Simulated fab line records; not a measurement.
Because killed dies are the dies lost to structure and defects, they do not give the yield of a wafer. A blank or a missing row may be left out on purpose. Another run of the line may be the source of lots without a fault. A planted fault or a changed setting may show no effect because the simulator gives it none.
What tool caused it?    flow nand-harc    at 1 step of a route of 1302, 7 lots with 21 wafers sampled

## WHAT THE GAUGES READ, wafer by wafer
NHARC_P_BONDPAD_INSPECT_23.
lot   measured      on                 raw-defect-count
L326  day 7 07:39   defect-inspect-01  190 238 429
L329  day 8 07:07   defect-inspect-01  322 379 436
L332  day 9 19:56   defect-inspect-02  231 297 217
L339  day 12 20:47  defect-inspect-02  227 346 254
L342  day 14 08:08  defect-inspect-02  261 325 347
L346  day 15 07:39  defect-inspect-02  301 305 281
L347  day 16 00:55  defect-inspect-02  168 138 251

## TOOL THAT RAN EACH LOT (tool first, then ch and the chambers of the sampled wafers, then the start)
The record shows no process step preceding these readings.

## THE ANSWER, worked out from the rows above alone
Rule: the lots themselves supply what counts as usual. The widest of any qualifying gaps counts: lots, ordered by their means at a reading, are off when they make up no more than a third of the lots, leave a main group of 4 or more, and stand apart from it by 3 or more times the standard deviation of that group's means. A main group is skipped when, at the precision printed for the reading in the tables above, its means are all equal. A lot without any number at a reading at which 4 lots or more have one is off too. Where the step has rows for the other lots, those lots are counted as sound.
Nothing can be told from this: no lot is off at any reading shown.

## WHAT THE SIMULATOR HAD PUT IN
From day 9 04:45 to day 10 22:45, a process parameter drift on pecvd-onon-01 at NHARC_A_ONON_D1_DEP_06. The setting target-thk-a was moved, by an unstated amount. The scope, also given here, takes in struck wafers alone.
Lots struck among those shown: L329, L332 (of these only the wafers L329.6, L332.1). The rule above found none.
